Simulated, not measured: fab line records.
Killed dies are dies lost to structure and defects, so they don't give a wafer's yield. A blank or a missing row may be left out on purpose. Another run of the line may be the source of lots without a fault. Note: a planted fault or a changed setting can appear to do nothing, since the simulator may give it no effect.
fab line records	flow n5Finfet
record lots=5	wafers=15	lastDay=14
route steps=1938 shown TV_OPEN@1892 PAD_METAL@1893 PASSIVATION@1897
lots with no fault: from the same line, run without faults
startH: the number of hours between the record's first day and the start of the first shown wafer of the lot	waitH: time in hours since the lot's previous step	" unchanged from the row above	L1.1+2: several wafers, shown together as one row	- value missing, or start not given	* or withheld: withheld	< > ~ a bound
route shown NAME@n: a module of which the file shows steps, and the number in the route of the first	usual: the fault-free wafers' mean and standard deviation	same: alike in all rows	chamber/n: place in a boat	sites: the reading at each site	_std_site: the values' standard deviation	_edge_site: outer sites' mean less inner sites'	radiusMm: how far each site lies from the wafer's centre	mask NAME#n: copy n	behind: tool/chamber where the wafer was last shaped	hold: reason for holding the lot/hours on hold/outcome of the hold	device: transistor that didn't switch, given as n, p or np	end of line: at the end of the route, the tests of the same wafers	a step given without rows: its recipe and nothing more	killed: count of dies lost to structure and defects at first sort (not the wafer's yield)	map: dies across one wafer; x = killed, . = not, _ = none there
set.NAME: the run value of the setting; set.NAME@STEP: its run value at that earlier step	model.NAME: the simulator's own value behind a step, which no gauge read
lots at some steps of the route; a table a step, a row a wafer
services: from which hour (startH, from the record's first day; less than 0 if before it) a tool's chamber was out of use, for how many hours, and why
## steps
# step N5_PASSIVATION_SRD_17
# recipe timeS=30	tempC=23	rinseLiquid=diw	dry=n2Spin	spinRpm=1500	dryTimeS=30
# usual doSupplyPpb=10.00/0.1
# same dryTimeS=30
lot.wafer	tool	chamber	startH	waitH	doSupplyPpb
L077.1	wetBench-05	6	275.50	0.0	10.04
L077.4	"	7	"	"	9.99
L077.6	"	4	"	"	9.93
L079.1	wetBench-06	5	290.10	0.0	9.84
L079.2	"	6	"	"	9.89
L079.6	"	4	"	"	10.18
L081.1	wetBench-04	6	292.20	0.0	10.01
L081.5	"	4	"	"	10.15
L081.6	"	2	"	"	10.11
L085.1	wetBench-05	1	339.68	0.0	9.84
L085.2	"	3	"	"	9.83
L085.6	"	0	"	"	10.25
L088.1	wetBench-04	6	339.99	0.0	10.07
L088.2	"	4	"	"	9.91
L088.6	"	3	"	"	9.99
# step N5_PASSIVATION_DEGAS_18
# recipe ambient=vacuum	tempC=300	timeS=60
# usual heaterPowerW=464/33
lot.wafer	tool	chamber	startH	waitH	heaterPowerW
L077.1	pvdSputter-02	-	276.83	1.3	488
L077.4	"	-	"	"	504
L077.6	"	-	"	"	495
L079.1	pvdSputter-01	-	290.83	0.7	416
L079.2	"	-	"	"	438
L079.6	"	-	"	"	423
L081.1	pvdSputter-03	-	292.80	0.6	437
L081.5	"	-	"	"	450
L081.6	"	-	"	"	462
L085.1	pvdSputter-01	-	339.75	0.1	498
L085.2	"	-	"	"	431
L085.6	"	-	"	"	498
L088.1	pvdSputter-02	-	341.34	1.3	507
L088.2	"	-	"	"	451
L088.6	"	-	"	"	446
# step N5_PASSIVATION_PRE_CLEAN_19
# recipe gas=H2/He	timeS=*	tempC=*
# usual heaterPowerW=464/34
lot.wafer	tool	chamber	startH	waitH	heaterPowerW
L077.1	pvdSputter-02	-	276.87	0.0	514
L077.4	"	-	"	"	506
L077.6	"	-	"	"	504
L079.1	pvdSputter-01	-	290.87	0.0	428
L079.2	"	-	"	"	431
L079.6	"	-	"	"	418
L081.1	pvdSputter-03	-	292.84	0.0	467
L081.5	"	-	"	"	449
L081.6	"	-	"	"	463
L085.1	pvdSputter-01	-	339.79	0.0	503
L085.2	"	-	"	"	435
L085.6	"	-	"	"	496
L088.1	pvdSputter-02	-	341.38	0.0	493
L088.2	"	-	"	"	449
L088.6	"	-	"	"	454
# step N5_PASSIVATION_SPUTTER_20
# recipe material=TaN	targetThkA=500	tempC=25	chamberPressurePa=0.4
# usual throttleValvePct=29.7/0.94
lot.wafer	tool	chamber	startH	waitH	throttleValvePct
L077.1	pvdSputter-02	-	276.91	0.0	31.3
L077.4	"	-	"	"	30.2
L077.6	"	-	"	"	30.0
L079.1	pvdSputter-01	-	290.91	0.0	29.7
L079.2	"	-	"	"	29.2
L079.6	"	-	"	"	29.5
L081.1	pvdSputter-03	-	292.88	0.0	29.0
L081.5	"	-	"	"	29.2
L081.6	"	-	"	"	31.3
L085.1	pvdSputter-01	-	339.83	0.0	30.0
L085.2	"	-	"	"	29.8
L085.6	"	-	"	"	30.0
L088.1	pvdSputter-02	-	341.42	0.0	31.1
L088.2	"	-	"	"	29.4
L088.6	"	-	"	"	29.3
# step N5_PASSIVATION_AL_DEP_21
# recipe material=Al	targetThkA=28000	tempC=400	timeS=170	powerW=30000	chamberPressurePa=0.4	gas=Ar
# usual throttleValvePct=29.7/0.94
lot.wafer	tool	chamber	startH	waitH	throttleValvePct
L077.1	pvdSputter-02	-	277.01	0.1	31.3
L077.4	"	-	"	"	30.1
L077.6	"	-	"	"	29.8
L079.1	pvdSputter-01	-	291.01	0.1	29.6
L079.2	"	-	"	"	29.4
L079.6	"	-	"	"	29.5
L081.1	pvdSputter-03	-	292.98	0.1	29.1
L081.5	"	-	"	"	29.0
L081.6	"	-	"	"	31.5
L085.1	pvdSputter-01	-	339.93	0.1	30.1
L085.2	"	-	"	"	29.8
L085.6	"	-	"	"	29.9
L088.1	pvdSputter-02	-	341.52	0.1	31.0
L088.2	"	-	"	"	29.0
L088.6	"	-	"	"	29.3
# step N5_PASSIVATION_HMDS_23
# recipe timeS=60	tempC=120
lot.wafer	tool	chamber	startH	waitH
L077.1+4+6	lithoTrack-03	0	277.20	0.1
L079.1+2+6	lithoTrack-02	0	291.20	0.1
L081.1+5+6	lithoTrack-03	0	293.17	0.1
L085.1+2+6	lithoTrack-01	0	340.12	0.1
L088.1+2+6	lithoTrack-03	0	341.71	0.1
# step N5_PASSIVATION_COAT_24
# recipe spinRpm=3000	resistThkNm=withheld
# usual spinSpeedRpm=3000.1/1.8
lot.wafer	tool	chamber	startH	waitH	spinSpeedRpm
L077.1	lithoTrack-03	0	-	-	3001.0
L077.4	"	0	"	"	3001.1
L077.6	"	0	"	"	3000.5
L079.1	lithoTrack-02	0	-	-	3000.3
L079.2	"	0	"	"	2998.2
L079.6	"	0	"	"	3000.0
L081.1	lithoTrack-03	0	-	-	2998.9
L081.5	"	0	"	"	2999.0
L081.6	"	0	"	"	2999.3
L085.1	lithoTrack-01	0	-	-	2998.1
L085.2	"	0	"	"	3002.7
L085.6	"	0	"	"	2999.9
L088.1	lithoTrack-03	0	-	-	2998.0
L088.2	"	0	"	"	2996.3
L088.6	"	0	"	"	3001.1
# step N5_PASSIVATION_EBR_26
# recipe solvent=PGMEA	ebrWidthMm=1.5
lot.wafer	tool	chamber	startH	waitH
L077.1+4+6	lithoTrack-03	0	-	-
L079.1+2+6	lithoTrack-02	0	-	-
L081.1+5+6	lithoTrack-03	0	-	-
L085.1+2+6	lithoTrack-01	0	-	-
L088.1+2+6	lithoTrack-03	0	-	-
# step N5_PASSIVATION_SOFTBAKE_25
# recipe tempC=100	timeS=90
lot.wafer	tool	chamber	startH	waitH
L077.1+4+6	lithoTrack-03	0	-	-
L079.1+2+6	lithoTrack-02	0	-	-
L081.1+5+6	lithoTrack-03	0	-	-
L085.1+2+6	lithoTrack-01	0	-	-
L088.1+2+6	lithoTrack-03	0	-	-
# step N5_PASSIVATION_EXPOSE_27
# recipe maskId=PAD	na=0.55	sourceShape=conventional	sigmaOuter=0.8	polarization=unpolarized	defocusNm=0	doseMj=32.3
lot.wafer	tool	chamber	startH	waitH	mask
L077.1+4+6	krfScanner-01	0	277.44	-	PAD#0
L079.1+2+6	krfScanner-01	0	291.31	-	PAD#0
L081.1+5+6	krfScanner-01	0	293.28	-	PAD#0
L085.1+2+6	krfScanner-01	0	340.23	-	PAD#0
L088.1+2+6	krfScanner-02	0	341.94	-	PAD#0
# step N5_PASSIVATION_PEB_28
# recipe pebTempC=withheld	pebTimeS=*
lot.wafer	tool	chamber	startH	waitH
L077.1+4+6	lithoTrack-02	0	277.50	0.1
L079.1+2+6	lithoTrack-01	0	291.36	0.1
L081.1+5+6	lithoTrack-02	0	293.33	0.1
L085.1+2+6	lithoTrack-01	0	340.29	0.1
L088.1+2+6	lithoTrack-01	0	342.00	0.1
# step N5_PASSIVATION_DEVELOP_29
# recipe developTimeS=60	rinseLiquid=diw	dry=airSpin	devTempC=21
lot.wafer	tool	chamber	startH	waitH
L077.1+4+6	lithoTrack-02	0	-	-
L079.1+2+6	lithoTrack-01	0	-	-
L081.1+5+6	lithoTrack-02	0	-	-
L085.1+2+6	lithoTrack-01	0	-	-
L088.1+2+6	lithoTrack-01	0	-	-
# step N5_PASSIVATION_HARDBAKE_31
# recipe tempC=130	timeS=120
lot.wafer	tool	chamber	startH	waitH
L077.1+4+6	lithoTrack-02	0	-	-
L079.1+2+6	lithoTrack-01	0	-	-
L081.1+5+6	lithoTrack-02	0	-	-
L085.1+2+6	lithoTrack-01	0	-	-
L088.1+2+6	lithoTrack-01	0	-	-
# step N5_PASSIVATION_CD_MEAS_30
# recipe targetCdNm=4000	landingEnergyEv=500	detector=seInlens	polarity=opening
# usual cdNm=4001.5/2
lot.wafer	tool	chamber	startH	waitH	cdNm
L077.1	cdSem-01	0	277.62	-	4003.2
L077.4	"	0	"	"	3999.3
L077.6	"	0	"	"	4001.2
L079.1	cdSem-02	0	291.48	-	4000.0
L079.2	"	0	"	"	4003.4
L079.6	"	0	"	"	4003.8
L081.1	cdSem-03	0	293.45	-	4001.8
L081.5	"	0	"	"	4001.6
L081.6	"	0	"	"	4001.9
L085.1	cdSem-03	0	340.40	-	3999.9
L085.2	"	0	"	"	4002.1
L085.6	"	0	"	"	4003.3
L088.1	cdSem-03	0	342.12	-	3998.1
L088.2	"	0	"	"	4001.8
L088.6	"	0	"	"	4003.7
# step N5_PASSIVATION_OVL_MEAS_63
# recipe pointsPerWafer=44
# usual PAD_OVL=0/5.4
lot.wafer	tool	chamber	startH	waitH	PAD_OVL[nm]
L077.1	overlay-01	0	277.65	0.0	-4
L077.4	"	0	"	"	0
L077.6	"	0	"	"	1
L079.1	overlay-01	0	291.51	0.0	-4
L079.2	"	0	"	"	5
L079.6	"	0	"	"	6
L081.1	overlay-01	0	293.48	0.0	2
L081.5	"	0	"	"	-8
L081.6	"	0	"	"	2
L085.1	overlay-02	0	340.43	0.0	-2
L085.2	"	0	"	"	-8
L085.6	"	0	"	"	-7
L088.1	overlay-02	0	342.15	0.0	0
L088.2	"	0	"	"	3
L088.6	"	0	"	"	1
# step N5_PASSIVATION_INSPECT_64
# recipe mode=adi	inspectInstrument=macro
# usual rawDefectCount=2.0/1.4
lot.wafer	tool	chamber	startH	waitH	rawDefectCount
L077.1	defectInspect-02	-	277.67	0.0	1
L077.4	"	-	"	"	0
L077.6	"	-	"	"	3
L079.1	defectInspect-02	-	291.54	0.0	4
L079.2	"	-	"	"	0
L079.6	"	-	"	"	0
L081.1	defectInspect-02	-	293.51	0.0	0
L081.5	"	-	"	"	1
L081.6	"	-	"	"	1
L085.1	defectInspect-02	-	340.46	0.0	3
L085.2	"	-	"	"	0
L085.6	"	-	"	"	2
L088.1	defectInspect-01	-	342.17	0.0	5
L088.2	"	-	"	"	3
L088.6	"	-	"	"	3
# step N5_PASSIVATION_DESCUM_32
# recipe chemistry=O2	timeS=7.9	sourcePowerW=50	biasPowerW=20	pressureMtorr=20	rfFrequencyHz=2.712e+07	tempC=40	o2FlowSccm=225
# usual drypumpMotorCurrentA=5.6/0.52	oesProductAu=0.79/0.082	rfVppV=243.2/1.7	showerheadPlenumPTorr=2.09/0.084	throttleValvePct=20.47/0.24
lot.wafer	tool	chamber	startH	waitH	drypumpMotorCurrentA	oesProductAu	rfHoursCounterH	rfVppV	showerheadPlenumPTorr	throttleValvePct
L077.1	rieDiel-06	1	277.73	0.1	5.6	0.71	224	242.5	2.07	20.84
L077.4	"	0	"	"	4.8	0.74	192	242.8	1.99	20.40
L077.6	"	3	"	"	4.9	0.90	-	245.7	2.22	20.45
L079.1	rieDiel-05	2	291.57	0.0	5.4	0.82	92	245.4	2.20	20.28
L079.2	"	1	"	"	5.1	0.83	82	242.0	2.01	20.21
L079.6	"	0	"	"	5.9	0.73	-	244.7	2.18	20.73
L081.1	rieDiel-06	2	293.54	0.0	5.3	0.71	226	243.7	2.07	20.64
L081.5	"	2	"	"	5.3	0.71	-	244.0	2.07	20.65
L081.6	"	3	"	"	4.9	0.89	-	245.7	2.22	20.47
L085.1	rieDiel-04	3	340.78	0.3	5.1	0.71	181	241.4	2.07	20.62
L085.2	"	1	"	"	5.8	0.71	238	240.7	1.97	20.31
L085.6	"	0	"	"	5.7	0.92	-	244.2	2.13	20.10
L088.1	rieDiel-05	1	342.21	0.0	5.1	0.80	99	241.9	2.01	20.24
L088.2	"	3	"	"	6.4	0.88	33	244.7	2.22	20.16
L088.6	"	2	"	"	5.4	0.79	-	244.7	2.20	20.28
# step N5_PASSIVATION_AL_ETCH_33
# recipe chemistry=Cl2/BCl3	targetDepthA=28000	overEtchFrac=0.15	Cl2_flow_sccm=180	bcl3FlowSccm=60	target=Al	stopOn=TaN	timeS=466.7	ionEnergyEv=100	pressureMtorr=10	icpW=900	biasW=100
# usual drypumpMotorCurrentA=5.38/0.28	oesProductAu=0.72/0.078	throttleValvePct=34.28/0.22
lot.wafer	tool	chamber	startH	waitH	drypumpMotorCurrentA	oesProductAu	rfHoursCounterH	throttleValvePct
L077.1	rieMetal-01	0	277.82	0.1	5.23	0.78	14	34.41
L077.4	"	0	"	"	5.21	0.78	-	34.43
L077.6	"	1	"	"	5.51	0.81	-	33.95
L079.1	rieMetal-01	0	291.67	0.1	5.21	0.79	15	34.35
L079.2	"	1	"	"	5.50	0.79	12	33.93
L079.6	"	0	"	"	5.22	0.79	-	34.34
L081.1	rieMetal-02	1	293.63	0.1	6.03	0.57	114	34.35
L081.5	"	0	"	"	5.03	0.68	-	34.41
L081.6	"	1	"	"	6.02	0.56	-	34.38
L085.1	rieMetal-01	0	340.87	0.1	5.23	0.78	20	34.33
L085.2	"	1	"	"	5.51	0.79	17	33.92
L085.6	"	1	"	"	5.50	0.78	-	33.92
L088.1	rieMetal-01	0	342.29	0.1	5.21	0.76	21	34.35
L088.2	"	1	"	"	5.48	0.77	17	33.96
L088.6	"	0	"	"	5.22	0.77	-	34.34
# step N5_PASSIVATION_ETCH_59
# recipe chemistry=Cl2/BCl3	target=TaN	targetDepthA=650	timeS=34.9	ionEnergyEv=100	pressureMtorr=10	icpW=900	biasW=100	Cl2_flow_sccm=60	bcl3FlowSccm=30
# usual drypumpMotorCurrentA=5.38/0.27	oesProductAu=0.80/0.079	throttleValvePct=21.15/0.17
lot.wafer	tool	chamber	startH	waitH	drypumpMotorCurrentA	oesProductAu	rfHoursCounterH	throttleValvePct
L077.1	rieMetal-01	0	278.22	0.3	5.25	0.88	14	21.12
L077.4	"	0	"	"	5.20	0.87	-	21.14
L077.6	"	1	"	"	5.46	0.89	-	20.90
L079.1	rieMetal-01	0	292.07	0.3	5.21	0.86	16	21.16
L079.2	"	1	"	"	5.47	0.87	12	20.92
L079.6	"	0	"	"	5.23	0.86	-	21.14
L081.1	rieMetal-02	1	294.03	0.3	5.99	0.63	114	21.28
L081.5	"	0	"	"	5.04	0.79	-	21.22
L081.6	"	1	"	"	5.99	0.63	-	21.28
L085.1	rieMetal-01	0	341.27	0.3	5.21	0.83	21	21.17
L085.2	"	1	"	"	5.47	0.84	17	20.95
L085.6	"	1	"	"	5.49	0.84	-	20.97
L088.1	rieMetal-01	0	342.69	0.3	5.19	0.84	21	21.14
L088.2	"	1	"	"	5.47	0.85	18	20.91
L088.6	"	0	"	"	5.20	0.83	-	21.15
# step N5_PASSIVATION_STRIP_34
# recipe chemistry=O2	powerW=600	tempC=60	pressureMtorr=30	rfFrequencyHz=6e+07	biasPowerW=0	overashFraction=2	o2FlowSccm=225
# usual drypumpMotorCurrentA=5.4/0.51	oesProductAu=0.78/0.084	rfVppV=3.8/1.3	showerheadPlenumPTorr=2.10/0.091	throttleValvePct=16.75/0.23
lot.wafer	tool	chamber	startH	waitH	drypumpMotorCurrentA	oesProductAu	rfHoursCounterH	rfVppV	showerheadPlenumPTorr	throttleValvePct
L077.1	rieDiel-06	3	278.35	0.1	4.9	0.89	36	3.4	2.23	16.62
L077.4	"	1	"	"	5.6	0.70	224	1.1	2.07	17.07
L077.6	"	2	"	"	5.3	0.71	-	2.3	2.07	16.94
L079.1	rieDiel-06	0	292.18	0.1	4.8	0.73	198	4.6	1.99	16.73
L079.2	"	3	"	"	4.9	0.89	42	5.2	2.23	16.64
L079.6	"	2	"	"	5.3	0.70	-	2.7	2.07	16.98
L081.1	rieDiel-04	3	294.14	0.1	5.1	0.74	167	3.3	2.08	16.87
L081.5	"	1	"	"	5.9	0.73	-	6.7	1.98	16.58
L081.6	"	3	"	"	5.0	0.73	-	2.9	2.08	16.81
L085.1	rieDiel-06	2	341.39	0.1	5.3	0.69	245	3.4	2.06	16.95
L085.2	"	0	"	"	4.8	0.70	217	3.9	1.98	16.78
L085.6	"	3	"	"	4.9	0.85	-	4.0	2.22	16.63
L088.1	rieDiel-06	0	342.88	0.2	4.8	0.69	217	3.9	1.98	16.74
L088.2	"	3	"	"	4.8	0.85	62	2.9	2.22	16.66
L088.6	"	3	"	"	4.9	0.85	-	2.7	2.22	16.74
# step N5_PASSIVATION_STRIP_51
# recipe chemistry=postEtchResidueRemover	timeS=1200	tempC=72.5
# usual bathGuardTempC=72.4/0.59
lot.wafer	tool	chamber	startH	waitH	bathGuardTempC
L077.1	wetBench-02	3	278.42	-	73.3
L077.4	"	2	"	"	72.1
L077.6	"	1	"	"	71.3
L079.1	wetBench-01	1	292.25	-	72.6
L079.2	"	5	"	"	72.5
L079.6	"	0	"	"	72.9
L081.1	wetBench-01	6	294.21	-	73.3
L081.5	"	5	"	"	72.7
L081.6	"	2	"	"	71.6
L085.1	wetBench-02	2	341.45	-	72.4
L085.2	"	1	"	"	71.5
L085.6	"	6	"	"	72.5
L088.1	wetBench-01	3	342.95	-	72.5
L088.2	"	4	"	"	72.3
L088.6	"	5	"	"	72.6
# step N5_PASSIVATION_CLEAN_69
# recipe chemistry=IPA	timeS=180	tempC=25
lot.wafer	tool	chamber	startH	waitH
L077.1+4+6	wetBench-02	3,2,1	279.09	0.0
L079.1+2+6	wetBench-01	1,5,0	292.59	0.0
L081.1+5+6	wetBench-01	6,5,2	294.55	0.0
L085.1+2+6	wetBench-02	2,1,6	341.79	0.0
L088.1+2+6	wetBench-01	3,4,5	343.28	0.0
# step N5_PASSIVATION_SRD_70
# recipe dry=ipaMarangoni	timeS=30	tempC=23	rinseLiquid=diw
lot.wafer	tool	chamber	startH	waitH
L077.1+4+6	wetBench-02	3,2,1	279.19	0.0
L079.1+2+6	wetBench-01	1,5,0	292.64	0.0
L081.1+5+6	wetBench-01	6,5,2	294.60	0.0
L085.1+2+6	wetBench-02	2,1,6	341.84	0.0
L088.1+2+6	wetBench-01	3,4,5	343.34	0.0
# step N5_PASSIVATION_PECVD_53
# recipe material=SiO2	targetThkA=8000	tempC=400	precursor=TEOS/O2	pressureTorr=6.5	rfW=withheld	teosFlowSccm=withheld	gas=O2	flowSccm=2650	timeS=169.4
# usual chamberPressureTorr=6.499/0.013
lot.wafer	tool	chamber	startH	waitH	chamberPressureTorr
L077.1	pecvd-04	1	279.26	0.0	6.488
L077.4	"	2	"	"	6.487
L077.6	"	1	"	"	6.488
L079.1	pecvd-04	1	292.72	0.1	6.491
L079.2	"	0	"	"	6.491
L079.6	"	1	"	"	6.506
L081.1	pecvd-04	1	294.65	0.0	6.503
L081.5	"	2	"	"	6.526
L081.6	"	1	"	"	6.480
L085.1	pecvd-04	0	341.89	0.0	6.490
L085.2	"	2	"	"	6.503
L085.6	"	2	"	"	6.479
L088.1	pecvd-04	2	343.38	0.0	6.510
L088.2	"	0	"	"	6.505
L088.6	"	1	"	"	6.512
# step N5_PASSIVATION_PECVD_35
# recipe material=SiNx	targetThkA=7000	tempC=400	precursor=SiH4/NH3/N2	pressureTorr=4.9	rfW=1406	timeS=151.3
# usual chamberPressureTorr=4.899/0.011	heaterPowerOuterW=174/80	heaterPowerW=350/94	showerheadPlenumPTorr=8.67/0.07	throttleValvePct=28.9/0.65
lot.wafer	tool	chamber	startH	waitH	chamberPressureTorr	heaterPowerOuterW	heaterPowerW	showerheadPlenumPTorr	throttleValvePct
L077.1	pecvd-04	1	279.37	0.1	4.917	243	391	8.79	28.6
L077.4	"	2	"	"	4.893	278	479	8.68	28.0
L077.6	"	1	"	"	4.913	139	246	8.77	28.5
L079.1	pecvd-04	1	292.83	0.1	4.912	250	392	8.78	28.8
L079.2	"	0	"	"	4.874	139	330	8.57	29.4
L079.6	"	1	"	"	4.921	134	247	8.77	28.5
L081.1	pecvd-04	1	294.76	0.1	4.904	155	283	8.79	28.6
L081.5	"	2	"	"	4.917	261	436	8.67	27.8
L081.6	"	1	"	"	4.889	190	325	8.79	28.8
L085.1	pecvd-04	0	342.00	0.1	4.908	122	321	8.59	29.5
L085.2	"	2	"	"	4.901	293	506	8.70	28.5
L085.6	"	2	"	"	4.900	323	530	8.68	28.6
L088.1	pecvd-04	2	343.49	0.1	4.884	295	493	8.70	28.4
L088.2	"	0	"	"	4.890	120	308	8.59	29.4
L088.6	"	1	"	"	4.886	177	315	8.79	28.8
# step N5_PASSIVATION_HMDS_37
# recipe timeS=60	tempC=120
lot.wafer	tool	chamber	startH	waitH
L077.1+4+6	lithoTrack-03	0	279.50	0.1
L079.1+2+6	lithoTrack-03	0	292.97	0.1
L081.1+5+6	lithoTrack-03	0	294.89	0.1
L085.1+2+6	lithoTrack-02	0	342.13	0.1
L088.1+2+6	lithoTrack-01	0	343.63	0.1
# step N5_PASSIVATION_COAT_38
# recipe spinRpm=3000	resistThkNm=withheld
# usual spinSpeedRpm=2999.9/1.9
lot.wafer	tool	chamber	startH	waitH	spinSpeedRpm
L077.1	lithoTrack-03	0	-	-	3000.5
L077.4	"	0	"	"	3002.3
L077.6	"	0	"	"	3004.2
L079.1	lithoTrack-03	0	-	-	2999.8
L079.2	"	0	"	"	2999.1
L079.6	"	0	"	"	3000.5
L081.1	lithoTrack-03	0	-	-	3001.9
L081.5	"	0	"	"	3001.0
L081.6	"	0	"	"	2997.3
L085.1	lithoTrack-02	0	-	-	2998.2
L085.2	"	0	"	"	3000.0
L085.6	"	0	"	"	2997.6
L088.1	lithoTrack-01	0	-	-	2997.4
L088.2	"	0	"	"	2999.4
L088.6	"	0	"	"	2997.8
# step N5_PASSIVATION_EBR_40
# recipe solvent=PGMEA	ebrWidthMm=1.5
lot.wafer	tool	chamber	startH	waitH
L077.1+4+6	lithoTrack-03	0	-	-
L079.1+2+6	lithoTrack-03	0	-	-
L081.1+5+6	lithoTrack-03	0	-	-
L085.1+2+6	lithoTrack-02	0	-	-
L088.1+2+6	lithoTrack-01	0	-	-
# step N5_PASSIVATION_SOFTBAKE_39
# recipe tempC=110	timeS=120
lot.wafer	tool	chamber	startH	waitH
L077.1+4+6	lithoTrack-03	0	-	-
L079.1+2+6	lithoTrack-03	0	-	-
L081.1+5+6	lithoTrack-03	0	-	-
L085.1+2+6	lithoTrack-02	0	-	-
L088.1+2+6	lithoTrack-01	0	-	-
# step N5_PASSIVATION_EXPOSE_41
# recipe maskId=PASS_OPEN	na=0.55	defocusNm=0	sourceShape=conventional	sigmaOuter=0.8	polarization=unpolarized	targetCdNm=40000	doseMj=57.25
lot.wafer	tool	chamber	startH	waitH	mask
L077.1+4+6	krfScanner-02	0	279.62	-	PASS_OPEN#0
L079.1+2+6	krfScanner-02	0	293.08	-	PASS_OPEN#0
L081.1+5+6	krfScanner-02	0	295.01	-	PASS_OPEN#0
L085.1+2+6	krfScanner-01	0	342.25	-	PASS_OPEN#0
L088.1+2+6	krfScanner-01	0	343.74	-	PASS_OPEN#0
# step N5_PASSIVATION_PEB_42
# recipe pebTempC=withheld	pebTimeS=*
lot.wafer	tool	chamber	startH	waitH
L077.1+4+6	lithoTrack-02	0	279.68	0.1
L079.1+2+6	lithoTrack-02	0	293.14	0.1
L081.1+5+6	lithoTrack-02	0	295.07	0.1
L085.1+2+6	lithoTrack-01	0	342.31	0.1
L088.1+2+6	lithoTrack-03	0	343.81	0.1
# step N5_PASSIVATION_DEVELOP_43
# recipe developTimeS=60	rinseLiquid=diw	dry=airSpin	devTempC=21
lot.wafer	tool	chamber	startH	waitH
L077.1+4+6	lithoTrack-02	0	-	-
L079.1+2+6	lithoTrack-02	0	-	-
L081.1+5+6	lithoTrack-02	0	-	-
L085.1+2+6	lithoTrack-01	0	-	-
L088.1+2+6	lithoTrack-03	0	-	-
# step N5_PASSIVATION_HARDBAKE_45
# recipe tempC=130	timeS=120
lot.wafer	tool	chamber	startH	waitH
L077.1+4+6	lithoTrack-02	0	-	-
L079.1+2+6	lithoTrack-02	0	-	-
L081.1+5+6	lithoTrack-02	0	-	-
L085.1+2+6	lithoTrack-01	0	-	-
L088.1+2+6	lithoTrack-03	0	-	-
# step N5_PASSIVATION_CD_MEAS_44
# recipe targetCdNm=40000	landingEnergyEv=500	detector=seInlens
# usual cdNm=39999/4.3
lot.wafer	tool	chamber	startH	waitH	cdNm
L077.1	cdSem-02	0	279.80	-	40004
L077.4	"	0	"	"	39999
L077.6	"	0	"	"	39996
L079.1	cdSem-02	0	293.26	-	40005
L079.2	"	0	"	"	40003
L079.6	"	0	"	"	39996
L081.1	cdSem-01	0	295.19	-	39994
L081.5	"	0	"	"	39998
L081.6	"	0	"	"	40003
L085.1	cdSem-02	0	342.43	-	39995
L085.2	"	0	"	"	39996
L085.6	"	0	"	"	39993
L088.1	cdSem-02	0	343.92	-	40007
L088.2	"	0	"	"	40004
L088.6	"	0	"	"	39998
# step N5_PASSIVATION_OVL_MEAS_66
# recipe pointsPerWafer=44
# usual PASS_OPEN_OVL=1/4.4
lot.wafer	tool	chamber	startH	waitH	PASS_OPEN_OVL[nm]
L077.1	overlay-02	0	279.83	0.0	-2
L077.4	"	0	"	"	2
L077.6	"	0	"	"	2
L079.1	overlay-01	0	293.29	0.0	-6
L079.2	"	0	"	"	-5
L079.6	"	0	"	"	-7
L081.1	overlay-02	0	295.22	0.0	-8
L081.5	"	0	"	"	-2
L081.6	"	0	"	"	4
L085.1	overlay-02	0	342.46	0.0	-2
L085.2	"	0	"	"	0
L085.6	"	0	"	"	1
L088.1	overlay-01	0	343.95	0.0	-3
L088.2	"	0	"	"	0
L088.6	"	0	"	"	-1
# step N5_PASSIVATION_INSPECT_67
# recipe mode=adi	inspectInstrument=macro
# usual rawDefectCount=1.9/1.4
lot.wafer	tool	chamber	startH	waitH	rawDefectCount
L077.1	defectInspect-01	-	279.85	0.0	2
L077.4	"	-	"	"	2
L077.6	"	-	"	"	0
L079.1	defectInspect-01	-	293.32	0.0	4
L079.2	"	-	"	"	1
L079.6	"	-	"	"	2
L081.1	defectInspect-01	-	295.24	0.0	1
L081.5	"	-	"	"	4
L081.6	"	-	"	"	1
L085.1	defectInspect-01	-	342.48	0.0	1
L085.2	"	-	"	"	1
L085.6	"	-	"	"	1
L088.1	defectInspect-01	-	343.98	0.0	2
L088.2	"	-	"	"	4
L088.6	"	-	"	"	2
# step N5_PASSIVATION_DESCUM_46
# recipe chemistry=O2	timeS=7.9	sourcePowerW=50	biasPowerW=20	pressureMtorr=20	rfFrequencyHz=2.712e+07	tempC=40	o2FlowSccm=225
# usual drypumpMotorCurrentA=5.5/0.51	oesProductAu=0.78/0.083	rfVppV=243.3/1.6	showerheadPlenumPTorr=2.10/0.088	throttleValvePct=20.50/0.23
lot.wafer	tool	chamber	startH	waitH	drypumpMotorCurrentA	oesProductAu	rfHoursCounterH	rfVppV	showerheadPlenumPTorr	throttleValvePct
L077.1	rieDiel-04	2	279.89	0.0	6.3	0.82	91	241.6	2.04	20.74
L077.4	"	3	"	"	5.1	0.74	161	242.1	2.08	20.62
L077.6	"	3	"	"	5.1	0.73	-	242.1	2.08	20.58
L079.1	rieDiel-04	3	293.35	0.0	5.0	0.73	166	243.5	2.08	20.60
L079.2	"	1	"	"	5.8	0.72	219	241.1	1.98	20.29
L079.6	"	1	"	"	5.8	0.72	-	242.1	1.98	20.31
L081.1	rieDiel-04	1	295.28	0.0	5.9	0.73	220	241.3	1.98	20.29
L081.5	"	1	"	"	5.8	0.73	-	242.7	1.98	20.29
L081.6	"	2	"	"	6.3	0.82	-	241.5	2.03	20.75
L085.1	rieDiel-05	2	342.52	0.0	5.4	0.80	110	245.3	2.20	20.29
L085.2	"	0	"	"	5.9	0.71	181	245.1	2.17	20.77
L085.6	"	3	"	"	6.4	0.89	-	245.9	2.22	20.16
L088.1	rieDiel-04	2	344.03	0.0	6.3	0.80	114	242.6	2.03	20.78
L088.2	"	3	"	"	5.1	0.71	182	243.8	2.07	20.62
L088.6	"	3	"	"	5.1	0.71	-	244.0	2.07	20.63
## services
tool	chamber	startH	hours	kind
krfScanner-01	-	256.05	4.4	pm
rieDiel-06	3	258.82	2.4	repair
krfScanner-02	-	260.60	1.0	pm
wetBench-04	-	269.34	7.2	repair
rieDiel-04	0	292.44	-	clean
rieDiel-04	0	292.44	-	consumableReplace:focusRing
rieDiel-04	0	292.44	17.5	scheduledDown
rieDiel-04	0	292.44	17.5	ventCycle
rieMetal-02	1	299.83	-	clean
krfScanner-02	-	302.70	1.5	repair
krfScanner-01	-	305.20	3.0	repair
krfScanner-02	-	308.47	0.8	pm
pecvd-04	1	311.01	5.5	scheduledDown
krfScanner-02	0	315.05	-	calibration
pvdSputter-02	-	316.01	7.5	repair
wetBench-02	-	322.39	1.4	repair
rieDiel-04	3	323.85	12.5	repair
pecvd-04	-	324.94	0.9	repair
rieDiel-04	2	328.65	1.8	repair
krfScanner-01	0	328.70	-	calibration
rieDiel-06	1	330.77	13.6	repair
krfScanner-02	-	333.92	1.3	pm
rieMetal-02	1	340.07	5.2	repair
pvdSputter-03	-	341.29	2.4	repair
## key
fault none
